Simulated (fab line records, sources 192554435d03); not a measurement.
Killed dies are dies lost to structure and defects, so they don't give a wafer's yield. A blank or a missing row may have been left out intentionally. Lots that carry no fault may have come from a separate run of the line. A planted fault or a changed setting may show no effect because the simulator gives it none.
A lot that was struck, set against a sound lot    flow n5Finfet    17 steps out of a route of 1938
Sound: these wafers, L464.2, L464.3, L464.4. Struck: wafers L451.3, L451.6 (left out: L451.1, a lot-mate that was not struck); the cause follows at the end.
For every step that has rows: the tool of each side, followed by ch and its chambers, followed by its first start. Under that, the readings that differ: sound wafers    struck wafers    difference of the means    sigmas: that difference in standard deviations of wafers without a fault.
alike: readings with means less than 2 such deviations apart, plus words and numbers identical on both sides. not compared: withheld readings, readings lacking a value on some wafer, bounds such as >300 that could conceal the same value, and numbers that have no deviation in the record and whose values overlap.
Wherever a step has rows on one side only, a row that says differs or no value, or a row with sigmas, the two part there. Non-overlapping numbers with no deviation appear without sigmas and do not part them. A reading missing from all wafers of one side parts the sides only when that side holds two or more wafers.

first, 4 steps without rows for these wafers: N5_BEOL_M7_HM_STRIP_39 (strips TiN in peroxide tin strip, target depth 25 nm, time 158 s); N5_BEOL_M7_SRD_40 (time 30 s); N5_BEOL_M7_PRECLEAN_42 (cleans in residue remover, time 60 s); N5_BEOL_M7_SRD_43 (time 30 s).
N5_BEOL_M7_CD_MEAS_35: target cd 40 nm.
  sound: cdSem-03 at day 13 23:26; struck: cdSem-02 at day 10 08:52
  alike: cdNm
then, 1 step without rows for these wafers: N5_BEOL_M7_CURE_75 (cures SiCOH lowk, time 120 s).
N5_BEOL_M7_DEGAS_44: time 60 s.
  sound: pvdSputter-01 at day 13 23:49; struck: pvdSputter-01 at day 10 09:32
  alike: heaterPowerW
N5_BEOL_M7_PRE_CLEAN_45: time 30 s.
  sound: pvdSputter-01 at day 13 23:51; struck: pvdSputter-01 at day 10 09:35
  alike: heaterPowerW
N5_BEOL_M7_ALD_77: deposits TaN, target thk 2 nm, pulse time 2 s, purge time 3 s.
  sound on aldMetal-04 ch 1,2,3, day 13 23:55; struck on aldMetal-04 ch 1,2, day 10 09:46
  alike: heaterPowerW
then, 2 steps without rows for these wafers: N5_BEOL_M7_SURFACE_TREAT_79; N5_BEOL_M7_CVD_78 (deposits Co from CCTBA/H2, target thk 2 nm, time 142.3 s).
N5_BEOL_M7_SPUTTER_48: material Cu, target thk 10 nm, time 1.667 s.
  sound: pvdSputter-01 at day 14 00:26; struck: pvdSputter-03 at day 10 10:22
  alike: substrateTempC, throttleValvePct
N5_BEOL_M7_ECD_50: material Cu, target thk 300 nm.
  sound on ecdCu-02 ch 0,1, day 14 00:34; struck on ecdCu-01 ch 0, day 10 10:28
reading                                sound              struck     difference  sigmas
model.Cu_of_BEOL_M7_ECD_50.thkNm (nm)  301.6 297.4 298.2  477.4 472  +175.6      
N5_BEOL_M7_ANNEAL_51: time 90 s.
  sound on rtpAnneal-02 ch 0, day 14 00:43; struck on rtpAnneal-01 ch 0, day 10 10:40
  alike: annealTempC, wafer_temp_C_max
N5_BEOL_M7_CMP_52: polishes, stops on SiCOH lowk, t overpolish 6.9 s, target thk 80 nm.
  sound on cmp-04 ch 1,2,3, day 14 01:00; struck on cmp-03 ch 0,2, day 10 11:01
reading              sound     struck   difference  sigmas
timeToEndpointS (s)  62 66 62  104 103  +40         +12
  alike: headPressurePsi, motorCurrentA, retainingRingPressureFrac
N5_BEOL_M7_THK_MEAS_53: measures by xrf.
  sound: filmMetro-01 at day 14 01:16; struck: filmMetro-01 at day 10 11:19
reading      sound           struck     difference  sigmas
M7_THK (nm)  82.1 82.4 80.1  75.3 79.7  -4.0        -2
-- here the record skips 3 days between the struck wafers' starts before and after, leaving off in module BEOL_M7 and picking up in module PASSIVATION (first step shown: number 1936 of the route) --
N5_PASSIVATION_PROBE_49:
  sound: prober-01 at day 17 04:39; struck: prober-02 at day 13 06:34
reading                 sound     struck  difference  sigmas
killed_at_M0_to_M3      42 44 51  16 20   -28         -3
sort_bin_4_leakage (%)  0 1.61 0  0 0     -1          -3
  alike: defectLimitedYield, killed_at_M4_up, killedAtContacts, killedAtFrontEnd, killedAtOther, killedDies, killedOpen, killedShort, sort_bin_5_function, sort_bin_6_memory, sort_bin_8_speed, sortNPass, sortYieldPct

WHERE THEY PART
First at N5_BEOL_M7_CMP_52; last, within this record, at N5_PASSIVATION_PROBE_49.

WHY: whatever the simulator had introduced
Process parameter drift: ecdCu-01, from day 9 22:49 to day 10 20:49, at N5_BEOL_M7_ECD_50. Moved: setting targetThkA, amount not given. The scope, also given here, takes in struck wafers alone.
